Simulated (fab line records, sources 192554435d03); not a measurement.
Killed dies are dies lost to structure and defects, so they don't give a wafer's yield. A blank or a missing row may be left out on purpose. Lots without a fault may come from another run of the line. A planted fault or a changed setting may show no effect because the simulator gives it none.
A struck lot beside a sound one | flow n5_finfet | 43 steps out of a route of 1938
Sound: wafers L896.3, L896.4, L896.5. Struck: wafer L902.3. (L902.1, L902.2 of the same lot were not struck and are left out.) The cause comes at the end.
At each step with rows: each side's tool, then ch and its chambers, then its first start. Under that, the readings that differ: sound wafers | struck wafers | difference of the means | sigmas: that difference in standard deviations of wafers without a fault.
alike: readings whose means differ by less than 2 such deviations, and words and numbers that are the same on both sides. not compared: withheld readings, readings that some wafer has no value for, bounds like >300 that may hide the same value, and numbers for which the record gives no deviation and whose values overlap.
The two part at a step that has a row with sigmas, a row that says differs or no value, or rows on one side only. Numbers that don't overlap but have no deviation are shown without sigmas and don't part them. A reading that every wafer of one side lacks parts them only if that side has two wafers or more.

first, 7 steps without rows for these wafers: N5_BEOL_M5_COAT_74 (time 60 s, resist thk 5 nm); N5_BEOL_M5_COAT_22 (resist thk 30 nm); N5_BEOL_M5_EBR_24; N5_BEOL_M5_SOFTBAKE_23 (time 60 s); N5_BEOL_M5_EXPOSE_25 (exposes mask V4, defocus 10 nm); N5_BEOL_M5_PEB_26 (peb time 60 s); N5_BEOL_M5_DEVELOP_27 (develop time 30 s).
N5_BEOL_M5_CD_MEAS_28: target cd 30.6 nm, target cd y 20 nm.
  sound on cd_sem-01 ch 0, day 8 15:11; struck on cd_sem-03 ch 0, day 10 14:13
  alike: cd_nm
N5_BEOL_M5_OVL_MEAS_29:
  sound on overlay-01 ch 0, day 8 15:13; struck on overlay-01 ch 0, day 10 14:15
  alike: V4_OVL
N5_BEOL_M5_INSPECT_30: inspects for defects (brightfield).
  sound on defect_inspect-01, day 8 15:16; struck on defect_inspect-02, day 10 14:19
  alike: raw_defect_count
then, 2 steps without rows for these wafers: N5_BEOL_M5_DESCUM_33 (chemistry O2, time 7 s); N5_BEOL_M5_ETCH_75 (etches underlayer in N2/H2, target depth 6.5 nm, time 5.2 s).
N5_BEOL_M5_ETCH_67: etches SiARC in CF4, target depth 15.6 nm, time 26 s.
  sound on rie_diel-06 ch 2,3, day 8 15:21; struck on rie_diel-04 ch 3, day 10 14:43
  reading                | sound             | struck | difference | sigmas
  throttle_valve_pct (%) | 15.95 15.45 15.96 | 15.27  | -0.52      | -3
  alike: drypump_motor_current_A, etch_rf_on_time_s, oes_product_au, rf_vpp_V, showerhead_plenum_p_Torr
  not compared: rf_hours_counter_h
N5_BEOL_M5_ETCH_68: etches SOC in N2/H2, target depth 80 nm, overetch 16 nm, time 120 s.
  sound on rie_diel-06 ch 2,3, day 8 15:23; struck on rie_diel-04 ch 3, day 10 14:44
  reading                | sound             | struck | difference | sigmas
  throttle_valve_pct (%) | 18.15 17.82 18.14 | 17.44  | -0.60      | -3
  alike: drypump_motor_current_A, oes_product_au, rf_vpp_V, showerhead_plenum_p_Torr
  not compared: rf_hours_counter_h
then, 5 steps without rows for these wafers: N5_BEOL_M5_STRIP_69 (strips in N2/H2); N5_BEOL_M5_STRIP_76 (strips in N2/H2); N5_BEOL_M5_VIA_ETCH_34 (etches SiCOH lowk in C4F6/O2, target depth 88.3 nm, time 39.2 s); N5_BEOL_M5_STRIP_85 (strips in C4F6/O2); N5_BEOL_M5_STRIP_36 (strips in N2/H2).
N5_BEOL_M5_TRENCH_ETCH_37: etches SiCOH lowk in C4F6/O2, target depth 71.652 nm, time 24.7 s.
  sound on rie_diel-06 ch 2,3; struck on rie_diel-04 ch 3
  reading                | sound             | struck | difference | sigmas
  throttle_valve_pct (%) | 21.22 20.80 21.22 | 20.57  | -0.51      | -2
  alike: O2_flow_sccm, drypump_motor_current_A, oes_product_au, rf_vpp_V, showerhead_plenum_p_Torr
  not compared: rf_hours_counter_h
then, 2 steps without rows for these wafers: N5_BEOL_M5_ETCH_41 (etches SiCN in CH3F/O2, target depth 31.5 nm, time 56.7 s); N5_BEOL_M5_STRIP_91 (strips in N2/H2, time 10 s).
N5_BEOL_M5_OCD_MEAS_38:
  sound on ocd-02, day 8 15:43; struck on ocd-02, day 10 15:04
  alike: trench_depth_nm
then, 4 steps without rows for these wafers: N5_BEOL_M5_HM_STRIP_39 (strips TiN in peroxide tin strip, target depth 25 nm, time 158 s); N5_BEOL_M5_SRD_40 (time 30 s); N5_BEOL_M5_PRECLEAN_42 (cleans in residue remover, time 60 s); N5_BEOL_M5_SRD_43 (time 30 s).
N5_BEOL_M5_CD_MEAS_35: target cd 28 nm, target cd y 24 nm.
  sound on cd_sem-03, day 8 15:52; struck on cd_sem-03, day 10 15:14
  alike: cd_nm
N5_BEOL_M5_CURE_80: cures SiCOH lowk, time 120 s.
  sound on uv_cure-02 ch 1, day 8 16:01; struck on uv_cure-03 ch 1, day 10 15:16
  alike: lamp_power_pct, wafer_temp_C_max
then, 6 steps without rows for these wafers: N5_BEOL_M5_DEGAS_44 (time 60 s); N5_BEOL_M5_PRE_CLEAN_45 (time 30 s); N5_BEOL_M5_ALD_86 (deposits TaN, pulse time 2 s, purge time 3 s, co reactant purge time 2 s); N5_BEOL_M5_SURFACE_TREAT_87; N5_BEOL_M5_CVD_47 (deposits Co from CCTBA/H2, target thk 3 nm, time 216 s); N5_BEOL_M5_SPUTTER_48 (material Cu, target thk 15 nm, time 27.62 s).
N5_BEOL_M5_ANNEAL_49: time 1800 s.
  sound on pvd_sputter-03, day 8 17:12; struck on pvd_sputter-03, day 10 16:53
  alike: heater_power_w
then, 4 steps without rows for these wafers: N5_BEOL_M5_SPUTTER_81 (material Cu, target thk 15 nm, time 27.62 s); N5_BEOL_M5_ANNEAL_82 (time 1800 s); N5_BEOL_M5_SPUTTER_83 (material Cu, target thk 15 nm, time 27.62 s); N5_BEOL_M5_ANNEAL_84 (time 1800 s).
N5_BEOL_M5_SPUTTER_88: material Cu, target thk 15 nm, time 27.62 s.
  sound on pvd_sputter-03, day 8 20:23; struck on pvd_sputter-03, day 10 20:04
  alike: throttle_valve_pct
then, 1 step without rows for these wafers: N5_BEOL_M5_ANNEAL_89 (time 1800 s).
-- the record jumps here: 4 days lie between the struck wafers' starts before and after (it left off in module BEOL_M5 and takes up again in module PASSIVATION, whose first step shown is number 1936 of the route) --
N5_PASSIVATION_PROBE_49:
  the record has rows for the struck wafers here (prober-01, day 14 18:13) and none for the sound ones

WHERE THEY PART
First at N5_BEOL_M5_ETCH_67; last, within this record, at N5_PASSIVATION_PROBE_49.

WHY: what the simulator had put in
Chamber particle source: rie_diel-04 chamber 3, from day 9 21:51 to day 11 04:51, at N5_BEOL_M5_ETCH_67. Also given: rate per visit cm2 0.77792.
